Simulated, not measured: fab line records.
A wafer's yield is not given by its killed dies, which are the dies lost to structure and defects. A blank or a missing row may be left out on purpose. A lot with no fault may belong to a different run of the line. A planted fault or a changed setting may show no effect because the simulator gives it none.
Which tool is to blame?    flow nand-harc    12 lots with 36 wafers sampled at 6 steps, on a route of 1302 steps

== WHAT EACH GAUGE READ, for each wafer ==
NHARC_A_BLC_INSPECT_28. Usual: 527 for raw-defect-count, sd 130.
lot   measured      on                 raw-defect-count  flag
L142  day 22 22:07  defect-inspect-01  455 436 527       
L141  day 23 00:32  defect-inspect-01  631 464 630       
L144  day 24 03:23  defect-inspect-01  553 713 652       
L149  day 25 20:59  defect-inspect-01  465 575 497       
L147  day 26 02:35  defect-inspect-01  619 543 446       
L148  day 26 09:11  defect-inspect-02  586 751 925       
L155  day 28 20:11  defect-inspect-02  462 624 602       
L153  day 28 22:58  defect-inspect-01  499 338 481       
L154  day 29 08:22  defect-inspect-02  486 329 428       
L156  day 29 14:44  defect-inspect-01  539 491 432       
L163  day 32 02:58  defect-inspect-02  402 548 408       
L162  day 33 14:17  defect-inspect-01  468 479 597       

NHARC_END_SORT_01. Usual: value, then standard deviation, for each; defect-limited-yield 90.8 % / 2.2; killed-at-array 58 / 15; killed-at-other 0.8 / 1.2; killed-at-periphery 3.5 / 2.5; killed-dies 62 / 15; killed-open 3.2 / 1.7; killed-short 2.4 / 1.5.
lot   measured      on         defect-limited-yield (%)  killed-at-array  killed-at-other  killed-at-periphery  killed-dies  killed-open  killed-short  flag
L144  day 25 19:09  prober-02  87.0 88.5 87.3            86 72 80         1 2 2            1 4 4                88 78 86     2 0 3        0 3 1         
L149  day 27 15:46  prober-01  88.0 91.0 92.2            70 57 48         0 0 0            11 4 5               81 61 53     7 3 5        4 3 1         
L147  day 27 20:07  prober-02  89.5 89.2 91.0            61 67 53         2 1 1            8 5 7                71 73 61     8 4 2        3 3 2         
L148  day 28 04:44  prober-02  89.5 86.4 87.7            64 86 77         4 4 2            3 2 4                71 92 83     3 4 3        3 4 5         
L155  day 30 11:59  prober-01  91.7 90.5 90.8            52 62 57         1 0 2            3 2 3                56 64 62     8 4 7        1 3 1         

== TOOL THAT RAN EACH LOT (tool first, then ch and the chambers of the sampled wafers, then the start) ==
lot   NHARC_A_BLC_CMP_25             NHARC_A_M0_ETCH_34                  NHARC_A_M0_ECD_22               NHARC_A_M0_CMP_23
L142  cmp-03 ch 0,2,3, day 22 21:44  rie-diel-06 ch 2,3, day 22 23:25    ecd-cu-01 ch 0, day 23 00:37    cmp-04 ch 0,2,3, day 23 01:22
L141  cmp-03 ch 0,3, day 23 00:07    rie-diel-05 ch 1,2, day 23 01:42    ecd-cu-01 ch 0,1, day 23 02:54  cmp-04 ch 0,2,3, day 23 03:40
L144  cmp-02 ch 0,1,2, day 24 02:59  rie-diel-06 ch 1,2,3, day 24 04:26  ecd-cu-02 ch 1, day 24 05:41    cmp-02 ch 0,3, day 24 06:22
L149  cmp-02 ch 0,3, day 25 20:37    rie-diel-05 ch 0,2, day 25 22:02    ecd-cu-01 ch 0,1, day 25 23:26  cmp-04 ch 0,1, day 26 00:11
L147  cmp-01 ch 0,1,2, day 26 02:11  rie-diel-06 ch 1,2, day 26 03:46    ecd-cu-02 ch 0,1, day 26 05:01  cmp-04 ch 0,1,2, day 26 05:40
L148  cmp-01 ch 0,2, day 26 08:46    rie-diel-05 ch 0,1,2, day 26 10:22  ecd-cu-01 ch 1, day 26 11:32    cmp-02 ch 0,1, day 26 13:46
L155  cmp-03 ch 0,1,3, day 28 19:46  rie-diel-05 ch 0,2,3, day 28 21:14  ecd-cu-01 ch 0,1, day 28 22:26  cmp-03 ch 0,1,2, day 28 23:09
L153  cmp-03 ch 0,1,3, day 28 22:34  rie-diel-05 ch 0,1,2, day 29 00:10  ecd-cu-01 ch 0,1, day 29 01:21  cmp-03 ch 0,1,3, day 29 02:04
L154  cmp-02 ch 0,1,2, day 29 07:56  rie-diel-06 ch 0,2,3, day 29 09:33  ecd-cu-02 ch 0,1, day 29 10:46  cmp-03 ch 0,2,3, day 29 11:29
L156  cmp-01 ch 0,1,3, day 29 14:25  rie-diel-05 ch 0,1,2, day 29 15:49  ecd-cu-02 ch 0,1, day 29 17:02  cmp-03 ch 0,3, day 29 17:43
L163  cmp-03 ch 0,2,3, day 32 02:35  rie-diel-06 ch 0,3, day 32 04:09    ecd-cu-02 ch 0,1, day 32 05:26  cmp-04 ch 0,1, day 32 06:07
L162  cmp-02 ch 0,1,2, day 33 13:54  rie-diel-13 ch 0,2,3, day 33 15:28  ecd-cu-02 ch 1, day 33 16:38    cmp-02 ch 2,3, day 33 17:22
- NHARC_A_BLC_CMP_25: polishes, t overpolish 30 s, target thk 150 nm.
- NHARC_A_M0_ETCH_34: etches the open film in N2/H2, target depth 40 nm, overetch 12 nm, time 43.94 s.
- NHARC_A_M0_ECD_22: material Cu, target thk 400 nm.
- NHARC_A_M0_CMP_23: polishes, t overpolish 20 s, target thk 113.75 nm.

== WHAT THE TOOLS THEMSELVES READ (means of the sampled wafers that have a number; where no wafer has one, the mark that the record gives instead) ==
NHARC_A_BLC_CMP_25. Usual: motor-current-A 11.9 A, standard deviation 1.1; overpolish-run-s 29.999 s, standard deviation 0.0085; retaining-ring-pressure-frac 1.000, standard deviation 0.0051; time-to-endpoint-s 29.3 s, standard deviation 2.7.
lot   tool    motor-current-A (A)  overpolish-run-s (s)  retaining-ring-pressure-frac  time-to-endpoint-s (s)  flag
L142  cmp-03  12.4                 29.990                1.001                         29.7                    
L141  cmp-03  11.6                 30.003                0.997                         29.7                    
L144  cmp-02  12.1                 30.000                0.999                         24.9                    
L149  cmp-02  11.5                 29.996                0.999                         26.9                    
L147  cmp-01  11.9                 29.995                1.004                         28.7                    
L148  cmp-01  11.8                 30.013                0.999                         26.7                    
L155  cmp-03  11.6                 29.987                0.997                         32.0                    
L153  cmp-03  11.8                 29.997                0.998                         34.4                    
L154  cmp-02  11.9                 29.997                0.997                         28.2                    
L156  cmp-01  12.2                 29.999                1.002                         28.4                    
L163  cmp-03  12.3                 30.000                0.997                         29.7                    
L162  cmp-02  11.8                 29.995                1.000                         36.8                    

NHARC_A_M0_ETCH_34. Usual: drypump-motor-current-A 5.7 A, standard deviation 0.49; oes-product-au 0.998 a.u., standard deviation 0.0077; rf-vpp-V 429.1 V, standard deviation 2.6; showerhead-plenum-p-Torr 1.99 Torr, standard deviation 0.087; throttle-valve-pct 14.173 %, standard deviation 0.0092.
lot   tool         drypump-motor-current-A (A)  oes-product-au (a.u.)  rf-vpp-V (V)  showerhead-plenum-p-Torr (Torr)  throttle-valve-pct (%)  flag
L142  rie-diel-06  5.3                          0.998                  428.1         1.95                             14.179                  
L141  rie-diel-05  6.2                          0.999                  428.9         1.95                             14.169                  
L144  rie-diel-06  5.6                          0.995                  429.7         1.96                             14.178                  
L149  rie-diel-05  5.8                          0.997                  431.5         2.09                             14.173                  
L147  rie-diel-06  5.9                          0.996                  428.9         1.97                             14.165                  
L148  rie-diel-05  6.0                          1.002                  429.7         2.01                             14.180                  
L155  rie-diel-05  5.7                          0.997                  431.1         2.05                             14.165                  
L153  rie-diel-05  6.0                          0.993                  429.3         2.01                             14.171                  
L154  rie-diel-06  5.3                          0.997                  427.9         1.96                             14.167                  
L156  rie-diel-05  6.0                          0.988                  429.4         2.01                             14.162                  
L163  rie-diel-06  5.5                          0.998                  426.4         1.90                             14.172                  
L162  rie-diel-13  5.5                          0.998                  428.1         1.96                             14.182                  

NHARC_A_M0_CMP_23. Usual: motor-current-A 11.8 A, standard deviation 1; retaining-ring-pressure-frac 1.000, standard deviation 0.0046; time-to-endpoint-s 28.3 s, standard deviation 2.2.
lot   tool    motor-current-A (A)  retaining-ring-pressure-frac  time-to-endpoint-s (s)  flag
L142  cmp-04  11.5                 0.999                         27.9                    
L141  cmp-04  12.0                 1.003                         26.9                    
L144  cmp-02  12.2                 1.001                         26.8                    
L149  cmp-04  11.5                 1.000                         26.8                    
L147  cmp-04  11.5                 1.000                         29.2                    
L148  cmp-02  13.3                 0.997                         27.2                    
L155  cmp-03  11.9                 1.000                         29.7                    
L153  cmp-03  11.4                 1.000                         32.7                    
L154  cmp-03  12.9                 0.994                         30.1                    
L156  cmp-03  11.7                 0.995                         33.3                    
L163  cmp-04  11.3                 0.999                         31.7                    
L162  cmp-02  10.6                 0.999                         28.2                    

== THE ANSWER, worked out from the rows above alone ==
Rule: take the mean of a lot's wafers that have a number; if it is more than 3 standard deviations from the usual mean, the lot is off. A lot without any number at a reading at which 4 lots or more have one is off too. The other lots that the step has rows for count as sound. Order of review: gauges by route order, followed by the tools' own readings, for which a lot's mean as printed above is used. At the first step where some lot is off, the reading lying furthest off is the one used; lots without a number count as furthest.
No lot is off on any of the readings shown, so nothing can be concluded from this.

== WHAT THE SIMULATOR HAD INSERTED ==
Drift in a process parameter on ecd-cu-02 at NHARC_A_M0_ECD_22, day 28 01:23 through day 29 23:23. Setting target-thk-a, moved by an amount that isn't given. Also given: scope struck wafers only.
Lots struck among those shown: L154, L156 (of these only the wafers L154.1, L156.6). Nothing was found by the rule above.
